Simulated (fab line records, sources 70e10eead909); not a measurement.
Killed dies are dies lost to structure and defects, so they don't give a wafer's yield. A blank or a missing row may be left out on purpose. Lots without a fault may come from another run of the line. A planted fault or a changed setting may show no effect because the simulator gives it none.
Problem report in the 8D (eight disciplines) form, filled by code | flow nand_harc | the parts of the form that need people (team, actions taken, sign-off) are left out

1. THE PROBLEM
killed_dies at NHARC_END_SORT_01 reads a mean of 376 on 2 wafers of 1 lot; wafers without a fault read 34 with a standard deviation of 12. That is +28 standard deviations from the usual mean.
First seen on wafer L198.1, day 24 00:22, on prober-01. The record holds 3 wafers of 1 lot with a number at this step. Rule for "out", or "out of limits": more than 4 standard deviations from the usual mean. The other wafers with a number count as sound.

2. WHAT IT IS AND WHAT IT IS NOT
question                    | is                           | is not
which readings at this step | killed_dies, killed_at_array | killed_at_other, killed_open, killed_short
which lots                  | L198                         | -
which wafers of those lots  | L198.1, L198.5               | L198.6
read on which gauges        | prober-01                    | -
when                        | from day 24 00:22            | up to then (0 sound wafers); but 1 sound wafer of L198 came after

3. SUSPECTS, AND WHAT RULES EACH OUT
Counting: a tool at a process step up to the reading stays a suspect if it ran every lot that is out. Sound lots after the first of them don't rule it out here, since some wafers of a struck lot are sound.
- the gauge at NHARC_END_SORT_01: ruled out. All the wafers that are out were read on prober-01, but those of them that NHARC_A_STAIRCASE_ETCH_21 has rows for are out there too, on other tools.
- rie_diel-12 at NHARC_A_STAIRCASE_DESCUM_11 (chemistry O2, time 3 s): kept. It ran the lot that is out, L198 (day 14 17:17).
- rie_diel-05 at NHARC_A_STAIRCASE_ETCH_21 (etches the open film in C4F8/O2, target depth 100 nm, time 40.5 s): kept. It ran the lot that is out, L198 (day 14 19:09). Its own readings are out on those wafers: oes_product_au.
- rie_diel-05 at NHARC_A_STAIRCASE_TRIM_22 (chemistry O2, time 211.2 s): kept. It ran the lot that is out, L198 (day 24 00:22). NHARC_A_STAIRCASE_TRIM_22 gives no start for some lots, so the hours and the order of its lots are those of NHARC_END_SORT_01.
- rie_diel-05 at NHARC_A_STAIRCASE_TRIM_26 (chemistry O2, time 211.2 s): kept. It ran the lot that is out, L198 (day 24 00:22). NHARC_A_STAIRCASE_TRIM_26 gives no start for some lots, so the hours and the order of its lots are those of NHARC_END_SORT_01.
- Within rie_diel-05 at NHARC_A_STAIRCASE_ETCH_21: the wafers that are out ran in chamber 0; their sound lot-mates ran in chamber 3.
- Within rie_diel-05 at NHARC_A_STAIRCASE_TRIM_26: the wafers that are out ran in chambers 1, 2; their sound lot-mates ran in chamber 3.
Left after counting: rie_diel-12 at NHARC_A_STAIRCASE_DESCUM_11, rie_diel-05 at NHARC_A_STAIRCASE_ETCH_21, rie_diel-05 at NHARC_A_STAIRCASE_TRIM_22, rie_diel-05 at NHARC_A_STAIRCASE_TRIM_26.

4. THE CAUSE (what the simulator had put in)
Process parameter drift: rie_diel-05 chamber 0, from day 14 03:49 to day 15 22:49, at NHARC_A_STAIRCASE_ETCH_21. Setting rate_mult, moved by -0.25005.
Counting left 4 suspects, and this tool is among them.

5. THE CHAIN OF EFFECTS, in route order
Each row: a reading whose mean over the struck wafers that have a number lies more than 3 standard deviations from the usual. Only readings for which the record gives a usual standard deviation are gone through. hours: the time from each lot's start at the first step in this table that gives one to its start at this step, as a median over the lots. sigmas: the change in usual standard deviations.
hours | step                      | reading             | usual      | on struck wafers | change | sigmas
0     | NHARC_A_STAIRCASE_ETCH_21 | oes_product_au      | 0.943 a.u. | 0.790            | -0.152 | -12
221   | NHARC_END_SORT_01         | killed_at_array     | 29         | 360              | +332   | +28
221   | NHARC_END_SORT_01         | killed_at_periphery | 4          | 14               | +10    | +3.3
221   | NHARC_END_SORT_01         | killed_dies         | 34         | 376              | +342   | +28
The process steps in it:
- NHARC_A_STAIRCASE_ETCH_21: etches the open film in C4F8/O2, target depth 100 nm, time 40.5 s.

6. WHAT WOULD HAVE CAUGHT IT SOONER
In this record the first reading out of limits at a measuring or inspecting step was taken at day 24 00:22, 237 hours after the fault began at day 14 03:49.
The tool's own readings at NHARC_A_STAIRCASE_ETCH_21 were out on every struck wafer that the step has a row for (oes_product_au): an alarm limit on them would have fired on the first of those.
All the lots that are out (1) had begun NHARC_A_STAIRCASE_ETCH_21 on rie_diel-05 by day 24 00:22. A hold on the tool at that time would have spared none of them.
